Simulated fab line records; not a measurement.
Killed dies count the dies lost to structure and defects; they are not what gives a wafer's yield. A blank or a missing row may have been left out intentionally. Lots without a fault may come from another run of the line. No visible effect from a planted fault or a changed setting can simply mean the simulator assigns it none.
What tool caused it? ; flow nandHarc ; 6 lots, 18 wafers sampled, at 2 steps of a route of 1159

## WHAT EACH GAUGE READ, for each wafer
NHARC_A_ONON_D1_THK_MEAS_18: measures by ellipsometry.
lot;measured;on;thkNm (nm)
L698;day 8 14:13;filmMetro-02;1021 1019 1021
L702;day 9 05:53;filmMetro-01;1000 999 999
L707;day 10 16:07;filmMetro-02;1569 1569 1569
L713;day 11 20:55;filmMetro-01;1000 999 998
L717;day 12 23:15;filmMetro-02;1005 1005 1005
L720;day 13 05:26;filmMetro-01;983 985 983

## WHAT TOOL EACH LOT RAN ON (gives the tool, then ch and the chambers of the sampled wafers, and finally the start)
lot;NHARC_A_ONON_D1_DEP_16
L698;pecvdOnon-03 ch 0, day 8 13:53
L702;pecvdOnon-02 ch 0, day 9 05:26
L707;pecvdOnon-03 ch 0, day 10 15:40
L713;pecvdOnon-01 ch 0, day 11 20:24
L717;pecvdOnon-03 ch 0, day 12 22:51
L720;pecvdOnon-03 ch 0, day 13 04:55
- NHARC_A_ONON_D1_DEP_16: target thk 1000 nm.

## THE ANSWER, worked out from the rows above alone
Rule: what is usual is taken from the lots themselves. Put in order of their means at a reading, lots are off if they are a third of the lots or fewer, leave a main group of 4 or more, and stand apart from it by a gap of 3 or more times the standard deviation of the main group's means; of several such gaps the widest counts. Not used: any main group whose means are identical at the precision the tables above print for the reading. Also off: a lot with no number at a reading for which 4 or more lots have one. The other lots that the step has rows for count as sound.
Off: L707, at NHARC_A_ONON_D1_THK_MEAS_18 (thkNm). The main group: mean 1001 nm, standard deviation 12.
If a tool, at a process step before that reading, ran all the lots that are off and no sound lot after the first of them, it fits. Those tools and the gauges at NHARC_A_ONON_D1_THK_MEAS_18 are tried in the same way. None of those tried fits.

## WHAT THE SIMULATOR HAD INSERTED
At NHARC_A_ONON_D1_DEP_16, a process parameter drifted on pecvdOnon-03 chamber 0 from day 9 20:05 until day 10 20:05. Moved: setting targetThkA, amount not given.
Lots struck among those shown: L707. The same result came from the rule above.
